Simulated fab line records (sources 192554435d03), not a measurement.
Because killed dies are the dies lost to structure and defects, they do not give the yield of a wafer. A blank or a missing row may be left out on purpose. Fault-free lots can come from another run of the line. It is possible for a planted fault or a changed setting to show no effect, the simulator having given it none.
Chamber matching :: flow n5_finfet :: rie_diel-06 running N5_BEOL_M0_STRIP_142: 4 sister chambers
The step strips in N2/H2, time 10 s. 20 wafers are shown with their chamber, then 10 later ones without.

## WAFERS WITH THEIR CHAMBER
wafer: L078.1
chamber: 3
drypump_motor_current_A (A): 5.9
showerhead_plenum_p_Torr (Torr): 2.57
throttle_valve_pct (%): 23.54

wafer: L078.3
chamber: 2
drypump_motor_current_A (A): 5.1
showerhead_plenum_p_Torr (Torr): 2.69
throttle_valve_pct (%): 23.59

wafer: L078.6
chamber: 2
drypump_motor_current_A (A): 5.1
showerhead_plenum_p_Torr (Torr): 2.69
throttle_valve_pct (%): 23.60

wafer: L081.2
chamber: 3
drypump_motor_current_A (A): 5.9
showerhead_plenum_p_Torr (Torr): 2.57
throttle_valve_pct (%): 23.56

wafer: L081.3
chamber: 0
drypump_motor_current_A (A): 6.2
showerhead_plenum_p_Torr (Torr): 2.51
throttle_valve_pct (%): 24.08

wafer: L081.5
chamber: 2
drypump_motor_current_A (A): 5.1
showerhead_plenum_p_Torr (Torr): 2.69
throttle_valve_pct (%): 23.60

wafer: L082.1
chamber: 2
drypump_motor_current_A (A): 5.1
showerhead_plenum_p_Torr (Torr): 2.69
throttle_valve_pct (%): 23.60

wafer: L082.2
chamber: 0
drypump_motor_current_A (A): 6.2
showerhead_plenum_p_Torr (Torr): 2.51
throttle_valve_pct (%): 24.07

wafer: L082.3
chamber: 3
drypump_motor_current_A (A): 5.9
showerhead_plenum_p_Torr (Torr): 2.57
throttle_valve_pct (%): 23.54

wafer: L083.2
chamber: 1
drypump_motor_current_A (A): 4.8
showerhead_plenum_p_Torr (Torr): 2.50
throttle_valve_pct (%): 23.56

wafer: L083.4
chamber: 2
drypump_motor_current_A (A): 5.1
showerhead_plenum_p_Torr (Torr): 2.69
throttle_valve_pct (%): 23.60

wafer: L083.5
chamber: 3
drypump_motor_current_A (A): 5.9
showerhead_plenum_p_Torr (Torr): 2.57
throttle_valve_pct (%): 23.58

wafer: L085.3
chamber: 1
drypump_motor_current_A (A): 4.8
showerhead_plenum_p_Torr (Torr): 2.50
throttle_valve_pct (%): 23.56

wafer: L085.4
chamber: 0
drypump_motor_current_A (A): 6.3
showerhead_plenum_p_Torr (Torr): 2.51
throttle_valve_pct (%): 24.08

wafer: L085.6
chamber: 3
drypump_motor_current_A (A): 5.9
showerhead_plenum_p_Torr (Torr): 2.57
throttle_valve_pct (%): 23.58

wafer: L090.1
chamber: 3
drypump_motor_current_A (A): 5.9
showerhead_plenum_p_Torr (Torr): 2.56
throttle_valve_pct (%): 23.59

wafer: L090.2
chamber: 2
drypump_motor_current_A (A): 5.1
showerhead_plenum_p_Torr (Torr): 2.68
throttle_valve_pct (%): 23.61

wafer: L090.5
chamber: 1
drypump_motor_current_A (A): 4.8
showerhead_plenum_p_Torr (Torr): 2.50
throttle_valve_pct (%): 23.58

wafer: L091.2
chamber: 1
drypump_motor_current_A (A): 4.8
showerhead_plenum_p_Torr (Torr): 2.50
throttle_valve_pct (%): 23.58

wafer: L091.3
chamber: 2
drypump_motor_current_A (A): 5.1
showerhead_plenum_p_Torr (Torr): 2.68
throttle_valve_pct (%): 23.61

SIGNATURES, as means of the wafers listed above
reading: drypump_motor_current_A
chamber 0: 6.233
chamber 1: 4.800
chamber 2: 5.100
chamber 3: 5.900
scatter within a chamber: 0.0204

reading: showerhead_plenum_p_Torr
chamber 0: 2.5100
chamber 1: 2.5000
chamber 2: 2.6871
chamber 3: 2.5683
scatter within a chamber: 0.00376

reading: throttle_valve_pct
chamber 0: 24.0767
chamber 1: 23.5700
chamber 2: 23.6014
chamber 3: 23.5650
scatter within a chamber: 0.0139
Rule: a wafer lies at a distance from a chamber equal to the root of the sum of squares, over the readings, of (its reading less the chamber's mean, divided by the reading's scatter). The wafer belongs to the nearest chamber; if the next one is less than 2 further off, it can't be placed. The scatter: take each reading less its chamber's mean, square it, sum over the shown wafers, divide by the number of wafers less the number of chambers, and take the root.

## WAFERS WITHOUT THEIR CHAMBER
wafer: L091.4
drypump_motor_current_A (A): 5.9
showerhead_plenum_p_Torr (Torr): 2.56
throttle_valve_pct (%): 23.59

wafer: L092.2
drypump_motor_current_A (A): 5.9
showerhead_plenum_p_Torr (Torr): 2.56
throttle_valve_pct (%): 23.61

wafer: L092.5
drypump_motor_current_A (A): 4.8
showerhead_plenum_p_Torr (Torr): 2.49
throttle_valve_pct (%): 23.59

wafer: L092.6
drypump_motor_current_A (A): 5.1
showerhead_plenum_p_Torr (Torr): 2.67
throttle_valve_pct (%): 23.62

wafer: L095.1
drypump_motor_current_A (A): 4.8
showerhead_plenum_p_Torr (Torr): 2.49
throttle_valve_pct (%): 23.59

wafer: L095.3
drypump_motor_current_A (A): 5.1
showerhead_plenum_p_Torr (Torr): 2.67
throttle_valve_pct (%): 23.64

wafer: L095.4
drypump_motor_current_A (A): 5.9
showerhead_plenum_p_Torr (Torr): 2.56
throttle_valve_pct (%): 23.61

wafer: L097.2
drypump_motor_current_A (A): 5.8
showerhead_plenum_p_Torr (Torr): 2.55
throttle_valve_pct (%): 23.62

wafer: L097.5
drypump_motor_current_A (A): 5.8
showerhead_plenum_p_Torr (Torr): 2.55
throttle_valve_pct (%): 23.62

wafer: L097.6
drypump_motor_current_A (A): 5.1
showerhead_plenum_p_Torr (Torr): 2.67
throttle_valve_pct (%): 23.65

## EACH ONE'S CHAMBER
wafer: L091.4
from the rows above: 3
in truth: 3

wafer: L092.2
from the rows above: 3
in truth: 3

wafer: L092.5
from the rows above: 1
in truth: 1

wafer: L092.6
from the rows above: 2
in truth: 2

wafer: L095.1
from the rows above: 1
in truth: 1

wafer: L095.3
from the rows above: 2
in truth: 2

wafer: L095.4
from the rows above: 3
in truth: 3

wafer: L097.2
from the rows above: 3
in truth: 3

wafer: L097.5
from the rows above: 3
in truth: 3

wafer: L097.6
from the rows above: 2
in truth: 2
10 of 10 placed correctly. Number that these rows cannot place: 0. Wrongly placed: 0.
